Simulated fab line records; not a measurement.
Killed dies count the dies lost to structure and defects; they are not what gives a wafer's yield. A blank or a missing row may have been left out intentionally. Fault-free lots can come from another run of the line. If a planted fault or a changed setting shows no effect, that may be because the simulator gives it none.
Chamber matching ; flow nand-harc ; rie-diel-06 running NHARC_A_STAIRCASE_TRIM_20: 4 sister chambers
The step chemistry O2, time 211.2 s. 20 wafers are shown with their chamber, then 10 later ones without.

EACH WAFER AND ITS CHAMBER
wafer;chamber;showerhead-plenum-p-Torr (Torr);drypump-motor-current-A (A);oes-product-au (a.u.)
L074.2;2;3.71;5.8;0.996
L074.4;1;3.32;6.4;1.000
L074.5;3;3.78;5.5;0.992
L078.3;3;3.77;5.5;0.996
L078.4;1;3.31;6.4;0.982
L078.5;1;3.31;6.4;0.982
L079.1;3;3.77;5.5;1.010
L079.5;2;3.70;5.8;0.987
L079.6;3;3.77;5.5;0.994
L082.3;1;3.31;6.4;0.984
L082.4;3;3.77;5.5;0.999
L082.6;0;3.57;5.6;1.003
L085.3;1;3.30;6.4;0.993
L085.4;3;3.76;5.5;0.992
L085.5;1;3.30;6.3;0.993
L088.1;0;3.57;5.6;0.993
L088.4;2;3.69;5.8;0.990
L088.5;0;3.57;5.7;0.999
L091.1;3;3.76;5.5;0.986
L091.2;0;3.56;5.7;1.004

SIGNATURES (averages over the wafers above)
reading;chamber 0;chamber 1;chamber 2;chamber 3;scatter within a chamber
showerhead-plenum-p-Torr;3.5675;3.3083;3.7000;3.7686;0.00726
drypump-motor-current-A;5.650;6.383;5.800;5.500;0.0339
oes-product-au;0.99975;0.98900;0.99100;0.99557;0.00677
Rule: for a wafer and a chamber, the distance is found by dividing, reading by reading, the gap between the wafer's reading and the chamber's mean by the reading's scatter, squaring, summing and taking the root. If the next closest chamber is less than 2 further off than the closest, the wafer can't be placed; otherwise it belongs to the closest. The scatter: the root of (the sum of the squares of (reading less its chamber's mean) over the shown wafers, divided by (wafers less chambers)).

WAFERS WITHOUT THEIR CHAMBER
wafer;showerhead-plenum-p-Torr (Torr);drypump-motor-current-A (A);oes-product-au (a.u.)
L091.5;3.56;5.6;0.996
L093.1;3.69;5.8;0.996
L093.2;3.56;5.6;0.990
L093.6;3.75;5.5;0.998
L095.1;3.75;5.5;0.983
L095.4;3.69;5.8;1.005
L095.5;3.75;5.5;0.988
L097.1;3.29;6.4;1.006
L097.2;3.56;5.6;0.999
L097.4;3.75;5.5;0.994

WHICH CHAMBER EACH ONE RAN IN
wafer;from the rows above;in truth
L091.5;0;0
L093.1;2;2
L093.2;0;0
L093.6;3;3
L095.1;3;3
L095.4;2;2
L095.5;3;3
L097.1;1;1
L097.2;0;0
L097.4;3;3
Placed correctly: 10 of 10. Left unplaced by these rows: 0. 0 placed wrongly.
